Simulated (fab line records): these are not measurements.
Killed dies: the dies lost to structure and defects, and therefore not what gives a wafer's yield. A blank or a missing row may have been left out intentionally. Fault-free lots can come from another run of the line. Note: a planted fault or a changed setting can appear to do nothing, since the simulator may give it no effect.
Matching of chambers | flow nand-harc | 4 sister chambers for NHARC_A_SGD_CUT_ETCH_58 on rie-diel-10
The step etches the open film in CF4, target depth 39 nm, time 65 s. 22 wafers are shown with their chamber, then 11 later ones without.

WAFERS PAIRED WITH THEIR CHAMBERS
wafer  | chamber | showerhead-plenum-p-Torr (Torr) | drypump-motor-current-A (A) | rf-vpp-V (V)
L075.1 | 0       | 1.76                            | 5.7                         | 151.1
L075.2 | 2       | 1.78                            | 6.1                         | 150.3
L075.4 | 3       | 1.73                            | 6.7                         | 153.2
L076.1 | 2       | 1.78                            | 6.1                         | 151.4
L076.2 | 3       | 1.73                            | 6.7                         | 151.0
L076.6 | 2       | 1.78                            | 6.1                         | 151.6
L081.1 | 0       | 1.75                            | 5.7                         | 151.3
L081.2 | 2       | 1.78                            | 6.2                         | 152.4
L081.5 | 1       | 1.87                            | 5.7                         | 154.0
L082.2 | 0       | 1.75                            | 5.7                         | 151.6
L082.3 | 3       | 1.73                            | 6.7                         | 151.7
L082.5 | 3       | 1.73                            | 6.7                         | 150.0
L083.1 | 0       | 1.75                            | 5.7                         | 150.3
L083.3 | 2       | 1.78                            | 6.1                         | 151.7
L083.5 | 1       | 1.87                            | 5.7                         | 151.7
L087.1 | 0       | 1.75                            | 5.7                         | 151.6
L087.2 | 2       | 1.78                            | 6.1                         | 152.1
L087.5 | 2       | 1.78                            | 6.1                         | 152.5
L089.3 | 1       | 1.87                            | 5.7                         | 154.1
L089.4 | 2       | 1.78                            | 6.1                         | 153.5
L089.5 | 2       | 1.78                            | 6.2                         | 152.0
L090.2 | 2       | 1.78                            | 6.2                         | 149.7

SIGNATURES, as means of the wafers listed above
reading                  | chamber 0 | chamber 1 | chamber 2 | chamber 3 | scatter within a chamber
showerhead-plenum-p-Torr | 1.7520    | 1.8700    | 1.7800    | 1.7300    | 0.00211
drypump-motor-current-A  | 5.700     | 5.700     | 6.130     | 6.700     | 0.0342
rf-vpp-V                 | 151.180   | 153.267   | 151.720   | 151.475   | 1.08
Rule: for a wafer and a chamber, the distance is found by dividing, reading by reading, the gap between the wafer's reading and the chamber's mean by the reading's scatter, squaring, summing and taking the root. The wafer belongs to the nearest chamber; if the next one is less than 2 further off, it can't be placed. How the scatter is found: for the shown wafers, subtract from each reading the mean of its chamber, square and add these, divide the total by (wafers less chambers), then take the root.

WAFERS MISSING THEIR CHAMBER
wafer  | showerhead-plenum-p-Torr (Torr) | drypump-motor-current-A (A) | rf-vpp-V (V)
L090.3 | 1.87                            | 5.7                         | 153.0
L090.5 | 1.75                            | 5.7                         | 152.2
L094.3 | 1.73                            | 6.7                         | 151.3
L094.4 | 1.78                            | 6.2                         | 151.9
L094.5 | 1.73                            | 6.7                         | 150.2
L095.1 | 1.73                            | 6.7                         | 151.0
L095.2 | 1.87                            | 5.7                         | 152.6
L095.5 | 1.78                            | 6.2                         | 151.9
L096.1 | 1.75                            | 5.7                         | 150.7
L096.3 | 1.78                            | 6.2                         | 150.4
L096.5 | 1.73                            | 6.7                         | 150.7

CHAMBER TAKEN BY EACH
wafer  | from the rows above | in truth
L090.3 | 1                   | 1
L090.5 | 0                   | 0
L094.3 | 3                   | 3
L094.4 | 2                   | 2
L094.5 | 3                   | 3
L095.1 | 3                   | 3
L095.2 | 1                   | 1
L095.5 | 2                   | 2
L096.1 | 0                   | 0
L096.3 | 2                   | 2
L096.5 | 3                   | 3
Correct placement for 11 of the 11. From these rows, 0 cannot be placed. Wrongly placed: 0.
